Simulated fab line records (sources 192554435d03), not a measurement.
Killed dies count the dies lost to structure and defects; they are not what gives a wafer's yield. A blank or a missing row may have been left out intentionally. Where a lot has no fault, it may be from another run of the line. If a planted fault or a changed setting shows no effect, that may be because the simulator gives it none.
fab line records	flow n5-finfet
record lots=7	wafers=21
route steps=1938 shown BEOL_M2@851 BEOL_M3@960 BEOL_M4@1047 BEOL_M5@1160
start-h: hours from the record's opening day to when the first of the lot's shown wafers began	wait-h: time in hours since the lot's previous step	" as in the row above	L1.1+2: one row covering several wafers at once	- either no value or no given start	* or withheld: withheld	< > ~ a bound
route shown NAME@n: a module of which the file shows steps, and the number in the route of the first	usual: average and standard deviation across the fault-free wafers	same: alike in all rows	chamber/n: place in a boat	sites: per-site readings	_std_site: standard deviation across them	_edge_site: mean of outer sites minus mean of inner sites	radius-mm: how far each site lies from the wafer's centre	mask NAME#n: copy n	behind: the last tool/chamber to shape the wafer	hold: why the lot was held/for how many hours/how that ended	device: transistor that didn't switch, given as n, p or np	end of line: tests run on the same wafers once the route is complete	a step with no rows: only its recipe	killed: at the first sort, the dies lost to defects and structure; wafer yield is something else	map: dies across one wafer; x = killed, . = not, _ = none there
set.NAME: the setting that was run; set.NAME@STEP: the one run at that earlier step	model.NAME: the simulator's own value behind a step, which no gauge read
lots whose settings were changed on purpose; a table a step, a row a wafer
## steps
# step N5_BEOL_M2_EXPOSE_08
# recipe mask-id=M2	na=0.33	source-shape=dipole	sigma-inner=0.369	sigma-outer=0.767	polarization=unpolarized	dose-mj=41.25
lot.wafer	tool	chamber	start-h	wait-h	mask	set.dose-mj
L074.3+6	euv-scanner-02	0	136.42	-	M2#0	41.25
L074.5	"	0	"	"	M2#0	38.29
L079.1+2+4	euv-scanner-01	0	167.37	-	M2#0	41.25
L081.2+6	euv-scanner-02	0	177.38	-	M2#0	41.25
L081.4	"	0	"	"	M2#0	40.15
L082.2+3	euv-scanner-02	0	185.66	-	M2#0	41.25
L082.6	"	0	"	"	M2#0	42.69
L084.2+4+5	euv-scanner-02	0	220.21	-	M2#0	39.45
L086.2+4	euv-scanner-02	0	234.61	-	M2#0	41.25
L086.6	"	0	"	"	M2#0	39.34
L096.1+4+5	euv-scanner-01	0	270.48	-	M2#0	41.25
# step N5_BEOL_M2_PEB_09
# recipe peb-temp-c=100	peb-time-s=60	resist=CAR-EUV
# step N5_BEOL_M2_DEVELOP_10
# recipe develop-time-s=30	developer=TMAH	resist=CAR-EUV	rinse-liquid=surfactant-rinse	dry=air-spin	dev-temp-c=23
# step N5_BEOL_M2_CD_MEAS_11
# recipe target-cd-nm=16.79	landing-energy-ev=500	detector=se-inlens	polarity=opening
# usual cd-nm=16.90/0.23
lot.wafer	tool	chamber	start-h	wait-h	set.dose-mj@BEOL_M2_EXPOSE_08	cd-nm
L074.3	cd-sem-03	0	136.54	-	41.25	17.28
L074.5	"	0	"	"	38.29	15.53
L074.6	"	0	"	"	41.25	16.97
L079.1	cd-sem-02	0	167.50	-	41.25	16.77
L079.2	"	0	"	"	41.25	16.76
L079.4	"	0	"	"	41.25	17.01
L081.2	cd-sem-02	0	177.50	-	41.25	16.69
L081.4	"	0	"	"	40.15	16.83
L081.6	"	0	"	"	41.25	16.91
L082.2	cd-sem-01	0	185.79	-	41.25	16.54
L082.3	"	0	"	"	41.25	16.90
L082.6	"	0	"	"	42.69	17.67
L084.2	cd-sem-02	0	220.34	-	39.45	15.86
L084.4	"	0	"	"	39.45	15.96
L084.5	"	0	"	"	39.45	15.74
L086.2	cd-sem-01	0	234.73	-	41.25	16.80
L086.4	"	0	"	"	41.25	16.85
L086.6	"	0	"	"	39.34	16.02
L096.1	cd-sem-03	0	270.61	-	41.25	16.79
L096.4	"	0	"	"	41.25	16.77
L096.5	"	0	"	"	41.25	16.73
# step N5_BEOL_M2_DESCUM_16
# recipe chemistry=O2	time-s=7	source-power-w=50	bias-power-w=20	pressure-mtorr=20	rf-frequency-hz=2.712e+07	temp-c=40	resist=CAR-EUV	o2-flow-sccm=225
# step N5_BEOL_M2_ETCH_74
# recipe chemistry=N2/H2	target=underlayer	target-depth-a=65	mask-material=CAR-EUV	time-s=5.2	ion-energy-ev=200	pressure-mtorr=30	source-w=840	bias-w=150	n2-flow-sccm=200	h2-flow-sccm=200	ends=cleared
lot.wafer	tool	chamber	start-h	wait-h	set.dose-mj@BEOL_M2_EXPOSE_08	model.BEOL_M2.cd-offset-nm
L074.3	rie-diel-06	2	136.83	0.0	41.25	0.2
L074.5	"	1	"	"	38.29	-1.8
L074.6	"	0	"	"	41.25	0
L079.1	rie-diel-04	2	167.66	0.0	41.25	0.2
L079.2+4	"	3,1	"	"	41.25	0
L081.2+6	rie-diel-04	0,1	177.66	0.0	41.25	0
L081.4	"	2	"	"	40.15	-0.4
L082.2+3	rie-diel-06	2,0	185.95	0.0	41.25	0
L082.6	"	1	"	"	42.69	0.4
L084.2	rie-diel-04	2	220.79	0.0	39.45	-0.8
L084.4+5	"	3,1	"	"	39.45	-1
L086.2+4	rie-diel-01	3,0	234.93	0.0	41.25	0.2
L086.6	"	0	"	"	39.34	-0.6
L096.1+4	rie-diel-04	3,2	270.77	0.0	41.25	0
L096.5	"	2	"	"	41.25	0.2
# step N5_BEOL_M2_ETCH_63
# recipe chemistry=CF4	target=SiARC	target-depth-a=156	mask-material=CAR-EUV	time-s=26	ion-energy-ev=80	pressure-mtorr=40	source-w=545	bias-w=36	Ar_flow_sccm=100	cf4-flow-sccm=100	ends=cleared
lot.wafer	tool	chamber	start-h	wait-h	set.spin-rpm@BEOL_M2_COAT_62	set.dose-mj@BEOL_M2_EXPOSE_08	model.BEOL_M2.cd-offset-nm	model.etch.depth-nm
L074.3	rie-diel-06	2	136.85	0.0	1500	41.25	0.2	12.03
L074.5	"	1	"	"	1500	38.29	-1.6	12.05
L074.6	"	0	"	"	1500	41.25	0	12.03
L079.1	rie-diel-04	2	167.68	0.0	1500	41.25	0	11.9
L079.2	"	3	"	"	1500	41.25	-0.2	11.92
L079.4	"	1	"	"	1500	41.25	0.2	11.93
L081.2	rie-diel-04	0	177.68	0.0	1500	41.25	0	11.93
L081.4	"	2	"	"	1500	40.15	-0.4	11.95
L081.6	"	1	"	"	1500	41.25	0.2	11.99
L082.2	rie-diel-06	2	185.96	0.0	1500	41.25	0.2	11.99
L082.3	"	0	"	"	1566	41.25	-0.2	11.78
L082.6	"	1	"	"	1566	42.69	0.4	11.74
L084.2	rie-diel-04	2	220.80	0.0	1621	39.45	-1	11.55
L084.4	"	3	"	"	1500	39.45	-1	11.99
L084.5	"	1	"	"	1500	39.45	-1	11.98
L086.2	rie-diel-01	3	234.94	0.0	1500	41.25	0.4	11.98
L086.4	"	0	"	"	1567	41.25	0.2	11.72
L086.6	"	0	"	"	1567	39.34	-0.8	11.73
L096.1	rie-diel-04	3	270.79	0.0	1441	41.25	0	12.25
L096.4	"	2	"	"	1500	41.25	0	12.01
L096.5	"	2	"	"	1500	41.25	0	12.02
# step N5_BEOL_M2_ETCH_64
# recipe chemistry=N2/H2	target=SOC	target-depth-a=750	overetch-a=225	mask-material=SiARC	temp-c=40	time-s=121.9	ion-energy-ev=200	pressure-mtorr=30	source-w=840	bias-w=150	n2-flow-sccm=200	h2-flow-sccm=200
lot.wafer	tool	chamber	start-h	wait-h	set.dose-mj@BEOL_M2_EXPOSE_08	model.BEOL_M2.cd-offset-nm
L074.3	rie-diel-06	2	136.88	0.0	41.25	0.2
L074.5	"	1	"	"	38.29	-1.6
L074.6	"	0	"	"	41.25	-0.2
L079.1	rie-diel-04	2	167.71	0.0	41.25	0.2
L079.2	"	3	"	"	41.25	-0.2
L079.4	"	1	"	"	41.25	0
L081.2+6	rie-diel-04	0,1	177.71	0.0	41.25	0
L081.4	"	2	"	"	40.15	0
L082.2	rie-diel-06	2	185.99	0.0	41.25	0.2
L082.3	"	0	"	"	41.25	-0.4
L082.6	"	1	"	"	42.69	0.6
L084.2+5	rie-diel-04	2,1	220.83	0.0	39.45	-0.6
L084.4	"	3	"	"	39.45	-0.8
L086.2+4	rie-diel-01	3,0	234.97	0.0	41.25	0.2
L086.6	"	0	"	"	39.34	-0.8
L096.1+4+5	rie-diel-04	3,2,2	270.82	0.0	41.25	0
# step N5_BEOL_M2_STRIP_65
# recipe chemistry=N2/H2	temp-c=40	n2-flow-sccm=200	h2-flow-sccm=200	rf-frequency-hz=6e+07
# step N5_BEOL_M2_STRIP_75
# recipe chemistry=N2/H2	temp-c=40	n2-flow-sccm=200	h2-flow-sccm=200	rf-frequency-hz=6e+07
# step N5_BEOL_M2_STRIP_66
# recipe chemistry=CF4	resist=SiARC	power-w=300	bias-power-w=75	pressure-mtorr=50	cf4-flow-sccm=150	rf-frequency-hz=6e+07
# step N5_BEOL_M2_HM_OPEN_17
# recipe chemistry=Cl2/BCl3	target-depth-a=200	overetch-a=60	target=TiN	mask-material=SOC	ion-energy-ev=150	pressure-mtorr=10	icp-w=1000	bias-w=126	Cl2_flow_sccm=53.25	bcl3-flow-sccm=21.75	Ar_flow_sccm=25
lot.wafer	tool	chamber	start-h	wait-h	set.dose-mj@BEOL_M2_EXPOSE_08	model.BEOL_M2.cd-offset-nm
L074.3	rie-metal-03	1	137.08	0.1	41.25	0.2
L074.5	"	0	"	"	38.29	-1.8
L074.6	"	1	"	"	41.25	-0.2
L079.1	rie-metal-01	1	167.88	0.0	41.25	0
L079.2+4	"	0,1	"	"	41.25	-0.2
L081.2+6	rie-metal-01	1	177.88	0.0	41.25	0
L081.4	"	0	"	"	40.15	0
L082.2	rie-metal-03	0	186.16	0.0	41.25	0
L082.3	"	0	"	"	41.25	-0.6
L082.6	"	1	"	"	42.69	0.8
L084.2	rie-metal-03	1	221.00	0.0	39.45	-0.6
L084.4	"	0	"	"	39.45	-1
L084.5	"	0	"	"	39.45	-0.8
L086.2	rie-metal-01	0	235.14	0.0	41.25	0.4
L086.4	"	1	"	"	41.25	0.2
L086.6	"	1	"	"	39.34	-0.8
L096.1+4+5	rie-metal-02	0	270.99	0.0	41.25	0
# step N5_BEOL_M3_COAT_22
# recipe resist=CAR-EUV	spin-rpm=1500	resist-thk-nm=30
lot.wafer	tool	chamber	start-h	wait-h	set.spin-rpm	model.CAR-EUV_of_BEOL_M3_COAT_22.thk-nm
L074.3+5	litho-track-03	0	-	-	1500	30.2
L074.6	"	0	"	"	1500	30
L079.1+2+4	litho-track-02	0	-	-	1500	30
L081.2	litho-track-05	0	-	-	1500	30.2
L081.4	"	0	"	"	1500	29.8
L081.6	"	0	"	"	1500	30
L082.2+6	litho-track-05	0	-	-	1500	30
L082.3	"	0	"	"	1381	31.2
L084.2	litho-track-02	0	-	-	1500	29.8
L084.4+5	"	0	"	"	1444	30.4
L086.2+6	litho-track-02	0	-	-	1373	31.4
L086.4	"	0	"	"	1373	31.2
L096.1+5	litho-track-03	0	-	-	1630	28.8
L096.4	"	0	"	"	1500	30.2
# step N5_BEOL_M3_EBR_24
# recipe solvent=PGMEA	ebr-width-mm=1.5
# step N5_BEOL_M3_SOFTBAKE_23
# recipe temp-c=110	time-s=60	resist=CAR-EUV
# step N5_BEOL_M3_DESCUM_33
# recipe chemistry=O2	time-s=7	source-power-w=50	bias-power-w=20	pressure-mtorr=20	rf-frequency-hz=2.712e+07	temp-c=40	resist=CAR-EUV	o2-flow-sccm=225
lot.wafer	tool	chamber	start-h	wait-h	set.spin-rpm@BEOL_M3_COAT_22	model.CAR-EUV_of_BEOL_M3_COAT_22.thk-nm
L074.3+5+6	rie-diel-03	2,3,2	157.49	0.0	1500	26.2
L079.1+2+4	rie-diel-02	2,3,1	185.70	0.0	1500	26.2
L081.2+6	rie-diel-03	3	194.54	0.1	1500	26.2
L081.4	"	2	"	"	1500	26
L082.2+6	rie-diel-02	3,1	199.78	0.2	1500	26
L082.3	"	2	"	"	1381	27.2
L084.2	rie-diel-02	3	241.29	0.3	1500	25.8
L084.4+5	"	3,2	"	"	1444	26.4
L086.2+4+6	rie-diel-05	3,2,0	247.42	0.0	1373	27.4
L096.1	rie-diel-03	0	284.30	0.0	1630	25
L096.4	"	1	"	"	1500	26.2
L096.5	"	0	"	"	1630	24.8
# step N5_BEOL_M4_COAT_67
# recipe resist=SOC	temp-c=250	time-s=60	spin-rpm=1500	resist-thk-nm=60
lot.wafer	tool	chamber	start-h	wait-h	set.spin-rpm	model.SOC_of_BEOL_M4_COAT_67.thk-nm
L074.3+6	litho-track-01	0	168.44	0.0	1387	62.2
L074.5	"	0	"	"	1500	59.8
L079.1+2+4	litho-track-05	0	193.28	0.0	1500	60
L081.2+4	litho-track-05	0	224.78	0.0	1551	58.8
L081.6	"	0	"	"	1500	59.8
L082.2+3+6	litho-track-01	0	241.39	0.0	1500	60
L084.2+4	litho-track-01	0	277.31	0.0	1500	60.2
L084.5	"	0	"	"	1500	60
L086.2	litho-track-05	0	283.41	0.0	1454	60.6
L086.4	"	0	"	"	1454	61
L086.6	"	0	"	"	1500	60
L096.1	litho-track-04	0	305.35	0.0	1416	61.8
L096.4+5	"	0	"	"	1416	62
# step N5_BEOL_M4_COAT_22
# recipe resist=CAR-EUV	spin-rpm=1500	resist-thk-nm=30
lot.wafer	tool	chamber	start-h	wait-h	set.spin-rpm	model.CAR-EUV_of_BEOL_M4_COAT_22.thk-nm
L074.3	litho-track-01	0	-	-	1583	29.2
L074.5	"	0	"	"	1500	30
L074.6	"	0	"	"	1500	30.2
L079.1+2+4	litho-track-05	0	-	-	1500	30
L081.2	litho-track-05	0	-	-	1560	29.4
L081.4	"	0	"	"	1500	30.2
L081.6	"	0	"	"	1560	29.6
L082.2+3	litho-track-01	0	-	-	1454	30.6
L082.6	"	0	"	"	1500	30.2
L084.2+5	litho-track-01	0	-	-	1500	29.8
L084.4	"	0	"	"	1500	30
L086.2+6	litho-track-05	0	-	-	1500	30
L086.4	"	0	"	"	1500	29.8
L096.1	litho-track-04	0	-	-	1500	30
L096.4	"	0	"	"	1600	29.2
L096.5	"	0	"	"	1600	29
# step N5_BEOL_M4_EBR_24
# recipe solvent=PGMEA	ebr-width-mm=1.5
# step N5_BEOL_M4_SOFTBAKE_23
# recipe temp-c=110	time-s=60	resist=CAR-EUV
# step N5_BEOL_M4_EXPOSE_25
# recipe mask-id=V3	na=0.33	source-shape=quasar	sigma-inner=0.2	sigma-outer=0.8	polarization=unpolarized	defocus-nm=5	dose-mj=63
# step N5_BEOL_M4_PEB_26
# recipe peb-temp-c=100	peb-time-s=60	resist=CAR-EUV
# step N5_BEOL_M4_DEVELOP_27
# recipe develop-time-s=30	developer=TMAH	resist=CAR-EUV	rinse-liquid=surfactant-rinse	dry=air-spin	dev-temp-c=23
lot.wafer	tool	chamber	start-h	wait-h	set.spin-rpm@BEOL_M4_COAT_22	model.CAR-EUV_of_BEOL_M4_COAT_22.thk-nm
L074.3	litho-track-04	0	-	-	1583	28.8
L074.5+6	"	0	"	"	1500	29.6
L079.1+2+4	litho-track-04	0	-	-	1500	29.6
L081.2+6	litho-track-01	0	-	-	1560	29
L081.4	"	0	"	"	1500	29.6
L082.2	litho-track-05	0	-	-	1454	30.2
L082.3	"	0	"	"	1454	30
L082.6	"	0	"	"	1500	29.8
L084.2+4+5	litho-track-05	0	-	-	1500	29.4
L086.2	litho-track-01	0	-	-	1500	29.6
L086.4+6	"	0	"	"	1500	29.4
L096.1	litho-track-04	0	-	-	1500	29.6
L096.4+5	"	0	"	"	1600	28.6
# step N5_BEOL_M4_DESCUM_33
# recipe chemistry=O2	time-s=7	source-power-w=50	bias-power-w=20	pressure-mtorr=20	rf-frequency-hz=2.712e+07	temp-c=40	resist=CAR-EUV	o2-flow-sccm=225
lot.wafer	tool	chamber	start-h	wait-h	set.spin-rpm@BEOL_M4_COAT_22	model.CAR-EUV_of_BEOL_M4_COAT_22.thk-nm
L074.3	rie-diel-04	3	169.08	0.1	1583	25.4
L074.5+6	"	3,0	"	"	1500	26.2
L079.1+2	rie-diel-06	0,1	193.68	0.0	1500	26.2
L079.4	"	0	"	"	1500	26
L081.2	rie-diel-04	1	225.32	0.0	1560	25.4
L081.4	"	0	"	"	1500	26.2
L081.6	"	1	"	"	1560	25.6
L082.2+3	rie-diel-01	3,1	241.93	0.0	1454	26.6
L082.6	"	2	"	"	1500	26.2
L084.2+5	rie-diel-01	3	277.77	0.0	1500	25.8
L084.4	"	0	"	"	1500	26
L086.2	rie-diel-01	0	283.94	0.0	1500	26.2
L086.4+6	"	1,3	"	"	1500	26
L096.1	rie-diel-06	0	305.76	0.0	1500	26.2
L096.4	"	0	"	"	1600	25.2
L096.5	"	2	"	"	1600	25
# step N5_BEOL_M4_ETCH_77
# recipe chemistry=N2/H2	target=underlayer	target-depth-a=65	mask-material=CAR-EUV	time-s=5.2	ion-energy-ev=200	pressure-mtorr=30	source-w=840	bias-w=150	n2-flow-sccm=200	h2-flow-sccm=200	ends=cleared
# step N5_BEOL_M4_ETCH_69
# recipe chemistry=CF4	target=SiARC	target-depth-a=156	mask-material=CAR-EUV	time-s=26	ion-energy-ev=80	pressure-mtorr=40	source-w=545	bias-w=36	Ar_flow_sccm=100	cf4-flow-sccm=100	ends=cleared
# step N5_BEOL_M4_ALD_98
# recipe material=SiO2	target-thk-a=25	temp-c=100	ald-precursor-family=BDEAS	ald-co-reactant=O2-plasma	pulse-time-s=1	co-reactant-pulse-time-s=1	purge-time-s=2	co-reactant-purge-time-s=2	ald-cycles=17	pressure-torr=2
# step N5_BEOL_M4_ETCHBACK_99
# recipe chemistry=CHF3	target=SiO2	target-depth-a=50	time-s=10.4	source-w=215	bias-w=47	Ar_flow_sccm=200	CHF3_flow_sccm=12	ion-energy-ev=100	pressure-mtorr=30
# step N5_BEOL_M4_ETCH_70
# recipe chemistry=N2/H2	target=SOC	target-depth-a=800	overetch-a=240	mask-material=SiARC	temp-c=40	time-s=130	ion-energy-ev=200	pressure-mtorr=30	source-w=840	bias-w=150	n2-flow-sccm=200	h2-flow-sccm=200
lot.wafer	tool	chamber	start-h	wait-h	set.spin-rpm@BEOL_M4_COAT_67	model.etch.depth-nm
L074.3	rie-diel-06	2	183.78	0.0	1387	62.18
L074.5	"	0	"	"	1500	59.9
L074.6	"	1	"	"	1387	62.29
L079.1	rie-diel-04	1	236.31	0.0	1500	59.95
L079.2	"	2	"	"	1500	60.04
L079.4	"	3	"	"	1500	60.06
L081.2	rie-diel-06	1	239.72	0.0	1551	58.71
L081.4	"	0	"	"	1551	58.89
L081.6	"	2	"	"	1500	59.83
L082.2	rie-diel-01	1	242.84	0.0	1500	59.98
L082.3+6	"	2,1	"	"	1500	60.03
L084.2	rie-diel-01	1	282.16	0.0	1500	60.14
L084.4	"	2	"	"	1500	60.19
L084.5	"	3	"	"	1500	60.02
L086.2	rie-diel-06	0	290.84	0.0	1454	60.66
L086.4	"	1	"	"	1454	60.92
L086.6	"	3	"	"	1500	59.9
L096.1	rie-diel-01	0	329.39	0.0	1416	61.86
L096.4	"	3	"	"	1416	62.04
L096.5	"	0	"	"	1416	61.98
# step N5_BEOL_M4_STRIP_71
# recipe chemistry=N2/H2	temp-c=40	n2-flow-sccm=200	h2-flow-sccm=200	rf-frequency-hz=6e+07
# step N5_BEOL_M4_STRIP_78
# recipe chemistry=N2/H2	temp-c=40	n2-flow-sccm=200	h2-flow-sccm=200	rf-frequency-hz=6e+07
# step N5_BEOL_M4_VIA_ETCH_34
# recipe chemistry=C4F6/O2	target-depth-a=694	mask-material=SOC	pressure-mtorr=15	ion-energy-ev=250	taper-deg=4	time-s=65.9	source-w=350	bias-w=170	Ar_flow_sccm=300	C4F6_flow_sccm=10	O2_flow_sccm=10
lot.wafer	tool	chamber	start-h	wait-h	set.spin-rpm@BEOL_M4_COAT_67	model.SOC_of_BEOL_M4_COAT_67.thk-nm
L074.3	rie-diel-06	2	183.88	0.0	1387	54.2
L074.5	"	0	"	"	1500	51.6
L074.6	"	1	"	"	1387	54.4
L079.1	rie-diel-04	1	236.41	0.0	1500	51.8
L079.2	"	2	"	"	1500	52
L079.4	"	3	"	"	1500	51.4
L081.2+4	rie-diel-06	1,0	239.83	0.0	1551	50.8
L081.6	"	2	"	"	1500	51.8
L082.2+6	rie-diel-01	1	242.95	0.0	1500	52.2
L082.3	"	2	"	"	1500	52
L084.2+4	rie-diel-01	1,2	282.27	0.0	1500	52.2
L084.5	"	3	"	"	1500	51.8
L086.2	rie-diel-06	0	290.94	0.0	1454	52.4
L086.4	"	1	"	"	1454	53
L086.6	"	3	"	"	1500	52.2
L096.1+4+5	rie-diel-01	0,3,0	329.49	0.0	1416	53.8
# step N5_BEOL_M5_TRENCH_ETCH_37
# recipe chemistry=C4F6/O2	target-depth-a=716.52	target=SiCOH_lowk	time-s=24.7	ion-energy-ev=250	pressure-mtorr=30	source-w=345	bias-w=185	Ar_flow_sccm=300	C4F6_flow_sccm=10	O2_flow_sccm=10
lot.wafer	tool	chamber	start-h	wait-h	set.time-s	model.BEOL_M5.feature-depth-nm	model.etch.depth-nm
L074.3	rie-diel-03	3	-	-	20.53	59.6	59.68
L074.5	"	2	"	"	20.53	57	56.94
L074.6	"	3	"	"	24.7	71.6	71.7
L079.1	rie-diel-05	0	-	-	24.7	72	72
L079.2	"	1	"	"	24.7	73.2	73.12
L079.4	"	3	"	"	24.7	70.8	70.72
L081.2	rie-diel-02	2	-	-	27.69	78.6	78.58
L081.4	"	1	"	"	27.69	79.4	79.41
L081.6	"	2	"	"	24.7	70	70.06
L082.2	rie-diel-02	2	-	-	28.5	80.8	80.76
L082.3	"	1	"	"	24.7	70.8	70.76
L082.6	"	1	"	"	24.7	70.8	70.81
L084.2	rie-diel-02	2	-	-	24.7	68.4	68.37
L084.4	"	3	"	"	24.7	69	68.99
L084.5	"	1	"	"	24.7	69.4	69.46
L086.2	rie-diel-05	3	-	-	24.7	71.2	71.17
L086.4	"	1	"	"	28.84	86.6	86.62
L086.6	"	2	"	"	24.7	74.6	74.66
L096.1	rie-diel-03	0	-	-	22.79	66.4	66.43
L096.4	"	1	"	"	22.79	67.2	67.22
L096.5	"	0	"	"	24.7	72	72.08
## key
split step=N5_BEOL_M2_EXPOSE_08	setting=dose-mj	stated=41.25	by=wafer
response step=N5_BEOL_M2_CD_MEAS_11	reading=cd-nm	change=+0.199	per=1%	r=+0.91
response step=N5_BEOL_M2_ETCH_74	reading=model.BEOL_M2.cd-offset-nm	change=+0.215	per=1%	r=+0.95
response step=N5_BEOL_M2_ETCH_63	reading=model.BEOL_M2.cd-offset-nm	change=+0.217	per=1%	r=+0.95
response step=N5_BEOL_M2_ETCH_64	reading=model.BEOL_M2.cd-offset-nm	change=+0.201	per=1%	r=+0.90
response step=N5_BEOL_M2_HM_OPEN_17	reading=model.BEOL_M2.cd-offset-nm	change=+0.237	per=1%	r=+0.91
split step=N5_BEOL_M3_COAT_22	setting=spin-rpm	stated=1500	by=wafer
response step=N5_BEOL_M3_COAT_22	reading=model.CAR-EUV_of_BEOL_M3_COAT_22.thk-nm	change=-0.157	per=1%	r=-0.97
response step=N5_BEOL_M3_DESCUM_33	reading=model.CAR-EUV_of_BEOL_M3_COAT_22.thk-nm	change=-0.152	per=1%	r=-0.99
split step=N5_BEOL_M4_COAT_67	setting=spin-rpm	stated=1500	by=wafer
response step=N5_BEOL_M4_COAT_67	reading=model.SOC_of_BEOL_M4_COAT_67.thk-nm	change=-0.308	per=1%	r=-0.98
response step=N5_BEOL_M4_ETCH_70	reading=model.etch.depth-nm	change=-0.307	per=1%	r=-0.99
response step=N5_BEOL_M4_VIA_ETCH_34	reading=model.SOC_of_BEOL_M4_COAT_67.thk-nm	change=-0.325	per=1%	r=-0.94
split step=N5_BEOL_M4_COAT_22	setting=spin-rpm	stated=1500	by=wafer
response step=N5_BEOL_M4_COAT_22	reading=model.CAR-EUV_of_BEOL_M4_COAT_22.thk-nm	change=-0.149	per=1%	r=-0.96
response step=N5_BEOL_M4_DEVELOP_27	reading=model.CAR-EUV_of_BEOL_M4_COAT_22.thk-nm	change=-0.143	per=1%	r=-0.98
response step=N5_BEOL_M4_DESCUM_33	reading=model.CAR-EUV_of_BEOL_M4_COAT_22.thk-nm	change=-0.157	per=1%	r=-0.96
split step=N5_BEOL_M5_TRENCH_ETCH_37	setting=time-s	stated=24.7	by=wafer
response step=N5_BEOL_M5_TRENCH_ETCH_37	reading=model.BEOL_M5.feature-depth-nm	change=+0.75	per=1%	r=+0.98
response step=N5_BEOL_M5_TRENCH_ETCH_37	reading=model.etch.depth-nm	change=+0.751	per=1%	r=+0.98
split outside-this-file step=N5_BEOL_M2_COAT_62 setting=spin-rpm
# split outside-this-file: this setting was split too, and the file shows its column; the key of that split is in another file
